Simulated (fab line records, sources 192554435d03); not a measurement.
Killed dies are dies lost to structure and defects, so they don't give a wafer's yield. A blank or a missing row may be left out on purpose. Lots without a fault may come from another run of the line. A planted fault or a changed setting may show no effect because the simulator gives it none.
Problem report in the 8D (eight disciplines) form, filled by code | flow n5_finfet | the parts of the form that need people (team, actions taken, sign-off) are left out

1. THE PROBLEM
oes_product_au at N5_FIN_SAQP_MANDREL_ETCH_58 reads a mean of 0.589 a.u. on 9 wafers of 3 lots; wafers without a fault read 0.697 a.u. with a standard deviation of 0.013. That is -8.3 standard deviations from the usual mean.
The step: etches a-Si in HBr/Cl2, stops on SiNx, target depth 45 nm, bt time 10 s, time 27 s.
First seen on wafer L186.1, day 2 20:36, on rie_si-02. The record holds 32 wafers of 11 lots with a number at this step. Rule for "out", or "out of limits": more than 4 standard deviations from the usual mean. The other wafers with a number count as sound.

2. WHAT IT IS AND WHAT IT IS NOT
question                    | is                     | is not
which readings at this step | oes_product_au         | drypump_motor_current_A, mfc_cl2_sccm
which lots                  | L186, L187, L189       | L183, L184, L185, L190, L193, L196, L200, L205
which wafers of those lots  | all that have a number | -
read on which tools         | rie_si-02              | rie_si-05
when                        | from day 2 20:36       | up to then (8 sound wafers); but 15 sound wafers of L190, L193, L196, L200, L205 came after

3. SUSPECTS, AND WHAT RULES EACH OUT
Counting: a tool at a process step up to the reading stays a suspect if it ran every lot that is out and no sound lot after the first of them.
- vapor_etch-01 at N5_FIN_SAQP_RECESS_75 (chemistry HF/NH3, target SiO2, target depth 14.4 nm, afs cycles 3, sublimation time 60 s): ruled out as a lasting fault. Sound lots L190, L196, L200, L205 ran on it after its first lot that is out, L186 (day 2 18:50).
- rie_si-02 at N5_FIN_SAQP_MANDREL_ETCH_58 (etches a-Si in HBr/Cl2, stops on SiNx, target depth 45 nm, bt time 10 s, time 27 s): kept. It ran every lot that is out, first L186 (day 2 20:36), and no sound lot after that; its last sound lot up to then is L184 (day 2 06:26). Its own readings are out on those wafers: oes_product_au.
Left after counting: rie_si-02 at N5_FIN_SAQP_MANDREL_ETCH_58.

4. THE CAUSE (what the simulator had put in)
Process parameter drift: rie_si-02, from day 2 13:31 on, at N5_FIN_SAQP_MANDREL_ETCH_58. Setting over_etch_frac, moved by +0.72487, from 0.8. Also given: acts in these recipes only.
Counting left only this tool.

5. THE CHAIN OF EFFECTS, in route order
Each row: a reading whose mean over the struck wafers that have a number lies more than 3 standard deviations from the usual. Only readings for which the record gives a usual standard deviation are gone through. hours: the time from each lot's start at the first step in this table that gives one to its start at this step, as a median over the lots. sigmas: the change in usual standard deviations.
hours | step                        | reading           | usual      | on struck wafers | change | sigmas
0     | N5_FIN_SAQP_MANDREL_ETCH_58 | oes_product_au    | 0.697 a.u. | 0.589            | -0.108 | -8.3
1     | N5_FIN_SAQP_HM_OPEN_33      | etch_rf_on_time_s | 69.3 s     | 60.4             | -8.9   | -5.2
The process steps in it:
- N5_FIN_SAQP_MANDREL_ETCH_58: etches a-Si in HBr/Cl2, stops on SiNx, target depth 45 nm, bt time 10 s, time 27 s.
- N5_FIN_SAQP_HM_OPEN_33: chemistry CH3F/O2, target SiNx, target depth 49.4 nm, time 70.6 s.

6. WHAT WOULD HAVE CAUGHT IT SOONER
In this record the first reading out of limits was taken at day 2 20:36, 7 hours after the fault began at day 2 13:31.
